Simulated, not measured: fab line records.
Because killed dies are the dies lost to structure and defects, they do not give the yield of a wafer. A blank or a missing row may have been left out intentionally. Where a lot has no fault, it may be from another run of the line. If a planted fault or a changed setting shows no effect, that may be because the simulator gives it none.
Which of the tools did it? / flow nand harc / 36 wafers from 12 lots sampled at 5 of the route's 1302 steps

== WHAT EACH GAUGE READ, for each wafer ==
NHARC_END_SORT_01.
lot=L856; measured=day 32 23:27; on=prober-02; killed at array=662 662 663; killed at other=2 3 2; killed at periphery=13 12 12; killed dies=677 677 677; killed open=6 2 4; killed short=3 1 0
lot=L858; measured=day 32 09:47; on=prober-01; killed at array=671 673 673; killed at other=0 1 0; killed at periphery=6 3 4; killed dies=677 677 677; killed open=5 11 3; killed short=4 2 4

== TOOL THAT RAN EACH LOT (tool first, then ch and the chambers of the sampled wafers, then the start) ==
lot=L840; NHARC_A_STAIRCASE_ETCH_197=rie diel-04 ch 1,2,3, day 16 23:22 or earlier; NHARC_A_STAIRCASE_ETCH_225=rie diel-13 ch 0,1,3, day 16 23:22 or earlier; NHARC_A_STAIRCASE_ETCH_227=rie diel-13 ch 0,1,2, day 16 23:22 or earlier; NHARC_A_STAIRCASE_ETCH_232=rie diel-04 ch 0,2, day 16 23:22
lot=L841; NHARC_A_STAIRCASE_ETCH_197=rie diel-04 ch 0,3, day 17 13:31 or earlier; NHARC_A_STAIRCASE_ETCH_225=rie diel-04 ch 2,3, day 17 13:31 or earlier; NHARC_A_STAIRCASE_ETCH_227=rie diel-04 ch 1,2,3, day 17 13:31 or earlier; NHARC_A_STAIRCASE_ETCH_232=rie diel-13 ch 0,1,3, day 17 13:31
lot=L842; NHARC_A_STAIRCASE_ETCH_197=rie diel-08 ch 0,2,3, day 17 14:24 or earlier; NHARC_A_STAIRCASE_ETCH_225=rie diel-08 ch 0,1,3, day 17 14:24 or earlier; NHARC_A_STAIRCASE_ETCH_227=rie diel-08 ch 1,2,3, day 17 14:24 or earlier; NHARC_A_STAIRCASE_ETCH_232=rie diel-08 ch 0,1,2, day 17 14:24
lot=L845; NHARC_A_STAIRCASE_ETCH_197=rie diel-08 ch 0,1,2, day 19 08:34 or earlier; NHARC_A_STAIRCASE_ETCH_225=rie diel-08 ch 0,1,3, day 19 08:34 or earlier; NHARC_A_STAIRCASE_ETCH_227=rie diel-08 ch 2,3, day 19 08:34 or earlier; NHARC_A_STAIRCASE_ETCH_232=rie diel-08 ch 1,2,3, day 19 08:34
lot=L846; NHARC_A_STAIRCASE_ETCH_197=rie diel-04 ch 0,2,3, day 19 13:31 or earlier; NHARC_A_STAIRCASE_ETCH_225=rie diel-08 ch 1,2,3, day 19 13:31 or earlier; NHARC_A_STAIRCASE_ETCH_227=rie diel-08 ch 0,2, day 19 13:31 or earlier; NHARC_A_STAIRCASE_ETCH_232=rie diel-13 ch 0,1, day 19 13:31
lot=L847; NHARC_A_STAIRCASE_ETCH_197=rie diel-13 ch 0,2,3, day 20 15:18 or earlier; NHARC_A_STAIRCASE_ETCH_225=rie diel-13 ch 0,2,3, day 20 15:18 or earlier; NHARC_A_STAIRCASE_ETCH_227=rie diel-13 ch 0,1,2, day 20 15:18 or earlier; NHARC_A_STAIRCASE_ETCH_232=rie diel-13 ch 0,1,3, day 20 15:18
lot=L850; NHARC_A_STAIRCASE_ETCH_197=rie diel-04 ch 0,3, day 20 20:14 or earlier; NHARC_A_STAIRCASE_ETCH_225=rie diel-13 ch 2,3, day 20 20:14 or earlier; NHARC_A_STAIRCASE_ETCH_227=rie diel-13 ch 0,3, day 20 20:14 or earlier; NHARC_A_STAIRCASE_ETCH_232=rie diel-13 ch 0,3, day 20 20:14
lot=L848; NHARC_A_STAIRCASE_ETCH_197=rie diel-08 ch 0,1,3, day 20 23:00 or earlier; NHARC_A_STAIRCASE_ETCH_225=rie diel-13 ch 0,1,3, day 20 23:00 or earlier; NHARC_A_STAIRCASE_ETCH_227=rie diel-13 ch 0,1, day 20 23:00 or earlier; NHARC_A_STAIRCASE_ETCH_232=rie diel-04 ch 0,1, day 20 23:00
lot=L851; NHARC_A_STAIRCASE_ETCH_197=rie diel-08 ch 0,1,3, day 21 23:05 or earlier; NHARC_A_STAIRCASE_ETCH_225=rie diel-08 ch 0,1,2, day 21 23:05 or earlier; NHARC_A_STAIRCASE_ETCH_227=rie diel-08 ch 1,2,3, day 21 23:05 or earlier; NHARC_A_STAIRCASE_ETCH_232=rie diel-13 ch 0,2,3, day 21 23:05
lot=L855; NHARC_A_STAIRCASE_ETCH_197=rie diel-08 ch 1,2,3, day 22 21:01 or earlier; NHARC_A_STAIRCASE_ETCH_225=rie diel-04 ch 0,1,3, day 22 21:01 or earlier; NHARC_A_STAIRCASE_ETCH_227=rie diel-04 ch 0,1,3, day 22 21:01 or earlier; NHARC_A_STAIRCASE_ETCH_232=rie diel-04 ch 0,2,3, day 22 21:01
lot=L856; NHARC_A_STAIRCASE_ETCH_197=rie diel-04 ch 2,3, day 24 06:17 or earlier; NHARC_A_STAIRCASE_ETCH_225=rie diel-04 ch 1,2, day 24 06:17 or earlier; NHARC_A_STAIRCASE_ETCH_227=rie diel-04 ch 0,2,3, day 24 06:17 or earlier; NHARC_A_STAIRCASE_ETCH_232=rie diel-08 ch 1,2, day 24 06:17
lot=L858; NHARC_A_STAIRCASE_ETCH_197=rie diel-08 ch 0,1,2, day 24 15:07 or earlier; NHARC_A_STAIRCASE_ETCH_225=rie diel-08 ch 0,1,3, day 24 15:07 or earlier; NHARC_A_STAIRCASE_ETCH_227=rie diel-08 ch 0,1,2, day 24 15:07 or earlier; NHARC_A_STAIRCASE_ETCH_232=rie diel-08 ch 2,3, day 24 15:07
- NHARC_A_STAIRCASE_ETCH_197: etches the open film in C4F8/O2, target depth 100 nm, time 40.5 s.
- NHARC_A_STAIRCASE_ETCH_225: etches the open film in C4F8/O2, target depth 100 nm, time 40.5 s.
- NHARC_A_STAIRCASE_ETCH_227: etches the open film in C4F8/O2, target depth 100 nm, time 40.5 s.
- NHARC_A_STAIRCASE_ETCH_232: etches the open film in C4F8/O2, target depth 100 nm, time 40.5 s.

== AS READ BY THE TOOLS THEMSELVES (means over the sampled wafers that have a number; for cases with no such wafer, the mark the record gives instead) ==
NHARC_A_STAIRCASE_ETCH_197.
lot=L840; tool=rie diel-04; oes product au (a.u.)=0.948; rf fwd power W (W)=592.2; rf vpp V (V)=900
lot=L841; tool=rie diel-04; oes product au (a.u.)=0.934; rf fwd power W (W)=593.1; rf vpp V (V)=894
lot=L842; tool=rie diel-08; oes product au (a.u.)=0.964; rf fwd power W (W)=592.6; rf vpp V (V)=896
lot=L845; tool=rie diel-08; oes product au (a.u.)=0.975; rf fwd power W (W)=592.4; rf vpp V (V)=895
lot=L846; tool=rie diel-04; oes product au (a.u.)=0.919; rf fwd power W (W)=594.2; rf vpp V (V)=899
lot=L847; tool=rie diel-13; oes product au (a.u.)=0.946; rf fwd power W (W)=592.5; rf vpp V (V)=892
lot=L850; tool=rie diel-04; oes product au (a.u.)=0.931; rf fwd power W (W)=591.2; rf vpp V (V)=897
lot=L848; tool=rie diel-08; oes product au (a.u.)=0.941; rf fwd power W (W)=593.8; rf vpp V (V)=895
lot=L851; tool=rie diel-08; oes product au (a.u.)=0.947; rf fwd power W (W)=593.7; rf vpp V (V)=894
lot=L855; tool=rie diel-08; oes product au (a.u.)=0.956; rf fwd power W (W)=591.6; rf vpp V (V)=893
lot=L856; tool=rie diel-04; oes product au (a.u.)=0.963; rf fwd power W (W)=593.6; rf vpp V (V)=897
lot=L858; tool=rie diel-08; oes product au (a.u.)=0.966; rf fwd power W (W)=593.7; rf vpp V (V)=895

NHARC_A_STAIRCASE_ETCH_225.
lot=L840; tool=rie diel-13; oes product au (a.u.)=0.948; rf fwd power W (W)=592.7; rf vpp V (V)=895
lot=L841; tool=rie diel-04; oes product au (a.u.)=0.953; rf fwd power W (W)=596.3; rf vpp V (V)=897
lot=L842; tool=rie diel-08; oes product au (a.u.)=0.951; rf fwd power W (W)=593.7; rf vpp V (V)=895
lot=L845; tool=rie diel-08; oes product au (a.u.)=0.948; rf fwd power W (W)=593.3; rf vpp V (V)=894
lot=L846; tool=rie diel-08; oes product au (a.u.)=0.950; rf fwd power W (W)=593.4; rf vpp V (V)=894
lot=L847; tool=rie diel-13; oes product au (a.u.)=0.951; rf fwd power W (W)=593.2; rf vpp V (V)=892
lot=L850; tool=rie diel-13; oes product au (a.u.)=0.965; rf fwd power W (W)=591.7; rf vpp V (V)=893
lot=L848; tool=rie diel-13; oes product au (a.u.)=0.942; rf fwd power W (W)=594.4; rf vpp V (V)=895
lot=L851; tool=rie diel-08; oes product au (a.u.)=0.949; rf fwd power W (W)=592.9; rf vpp V (V)=895
lot=L855; tool=rie diel-04; oes product au (a.u.)=0.932; rf fwd power W (W)=593.7; rf vpp V (V)=898
lot=L856; tool=rie diel-04; oes product au (a.u.)=0.949; rf fwd power W (W)=588.5; rf vpp V (V)=902
lot=L858; tool=rie diel-08; oes product au (a.u.)=0.948; rf fwd power W (W)=591.9; rf vpp V (V)=893

NHARC_A_STAIRCASE_ETCH_227.
lot=L840; tool=rie diel-13; oes product au (a.u.)=0.948; rf fwd power W (W)=592.2; rf vpp V (V)=898
lot=L841; tool=rie diel-04; oes product au (a.u.)=0.948; rf fwd power W (W)=592.3; rf vpp V (V)=901
lot=L842; tool=rie diel-08; oes product au (a.u.)=0.953; rf fwd power W (W)=593.8; rf vpp V (V)=894
lot=L845; tool=rie diel-08; oes product au (a.u.)=0.946; rf fwd power W (W)=593.3; rf vpp V (V)=892
lot=L846; tool=rie diel-08; oes product au (a.u.)=0.958; rf fwd power W (W)=593.3; rf vpp V (V)=896
lot=L847; tool=rie diel-13; oes product au (a.u.)=0.955; rf fwd power W (W)=593.1; rf vpp V (V)=898
lot=L850; tool=rie diel-13; oes product au (a.u.)=0.925; rf fwd power W (W)=592.6; rf vpp V (V)=888
lot=L848; tool=rie diel-13; oes product au (a.u.)=0.949; rf fwd power W (W)=590.1; rf vpp V (V)=901
lot=L851; tool=rie diel-08; oes product au (a.u.)=0.949; rf fwd power W (W)=594.9; rf vpp V (V)=893
lot=L855; tool=rie diel-04; oes product au (a.u.)=0.936; rf fwd power W (W)=593.2; rf vpp V (V)=899
lot=L856; tool=rie diel-04; oes product au (a.u.)=0.936; rf fwd power W (W)=594.5; rf vpp V (V)=898
lot=L858; tool=rie diel-08; oes product au (a.u.)=0.941; rf fwd power W (W)=592.6; rf vpp V (V)=895

NHARC_A_STAIRCASE_ETCH_232.
lot=L840; tool=rie diel-04; oes product au (a.u.)=0.930; rf fwd power W (W)=593.8; rf vpp V (V)=902
lot=L841; tool=rie diel-13; oes product au (a.u.)=0.940; rf fwd power W (W)=592.4; rf vpp V (V)=896
lot=L842; tool=rie diel-08; oes product au (a.u.)=0.948; rf fwd power W (W)=592.0; rf vpp V (V)=897
lot=L845; tool=rie diel-08; oes product au (a.u.)=0.953; rf fwd power W (W)=594.3; rf vpp V (V)=894
lot=L846; tool=rie diel-13; oes product au (a.u.)=0.938; rf fwd power W (W)=590.2; rf vpp V (V)=901
lot=L847; tool=rie diel-13; oes product au (a.u.)=0.947; rf fwd power W (W)=592.3; rf vpp V (V)=894
lot=L850; tool=rie diel-13; oes product au (a.u.)=0.943; rf fwd power W (W)=591.5; rf vpp V (V)=889
lot=L848; tool=rie diel-04; oes product au (a.u.)=0.942; rf fwd power W (W)=591.0; rf vpp V (V)=901
lot=L851; tool=rie diel-13; oes product au (a.u.)=0.941; rf fwd power W (W)=592.2; rf vpp V (V)=890
lot=L855; tool=rie diel-04; oes product au (a.u.)=0.939; rf fwd power W (W)=593.8; rf vpp V (V)=899
lot=L856; tool=rie diel-08; oes product au (a.u.)=1.177; rf fwd power W (W)=831.4; rf vpp V (V)=894
lot=L858; tool=rie diel-08; oes product au (a.u.)=1.182; rf fwd power W (W)=833.6; rf vpp V (V)=892

== THE ANSWER, worked out from the rows above alone ==
Rule: the usual values come from the lots themselves. The widest of any qualifying gaps counts: lots, ordered by their means at a reading, are off when they make up no more than a third of the lots, leave a main group of 4 or more, and stand apart from it by 3 or more times the standard deviation of that group's means. The tables above print the reading to a certain number of digits; a main group whose means all agree to those digits is not used. Also off: a lot with no number at a reading for which 4 or more lots have one. All remaining lots with rows at the step are treated as sound. The gauges are gone through in route order, then the tools' own readings, and for those a lot's mean is taken as printed above. The first step at which some lot is off is used, and at that step the reading that is off furthest; a lot without a number counts as furthest.
Off at NHARC_A_STAIRCASE_ETCH_232 (rf fwd power W): L856, L858. For the main group the mean is 592.4 W and the standard deviation 1.2.
If a tool, at that step or one of the process steps before it, ran each lot that is off and ran no sound lot following the first of them, it fits. Because NHARC_A_STAIRCASE_ETCH_197 lacks a start for some lots, the hours and order of its lots are taken from NHARC_A_STAIRCASE_ETCH_232. Because NHARC_A_STAIRCASE_ETCH_225 lacks a start for some lots, the hours and order of its lots are taken from NHARC_A_STAIRCASE_ETCH_232. Because NHARC_A_STAIRCASE_ETCH_227 lacks a start for some lots, the hours and order of its lots are taken from NHARC_A_STAIRCASE_ETCH_232. One fits: rie diel-08 at NHARC_A_STAIRCASE_ETCH_232. Its last sound lot is L845 (day 19 08:34), its first lot that is off L856 (day 24 06:17): a fault that began between those two fits.
The tool's own readings at NHARC_A_STAIRCASE_ETCH_232 bear it out: on the lots that are off they differ by more than 5 times the standard deviation of the sound lots' means. oes product au reads 1.179 a.u. there against 0.942 a.u. on the sound lots; rf fwd power W reads 832.5 W there against 592.4 W on the sound lots.

== WHAT THE SIMULATOR PUT IN ==
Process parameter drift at NHARC_A_STAIRCASE_ETCH_232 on rie diel-08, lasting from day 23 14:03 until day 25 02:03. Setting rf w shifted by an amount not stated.
Shown lots that were struck: L858, L856. This agrees with what the rule above found.
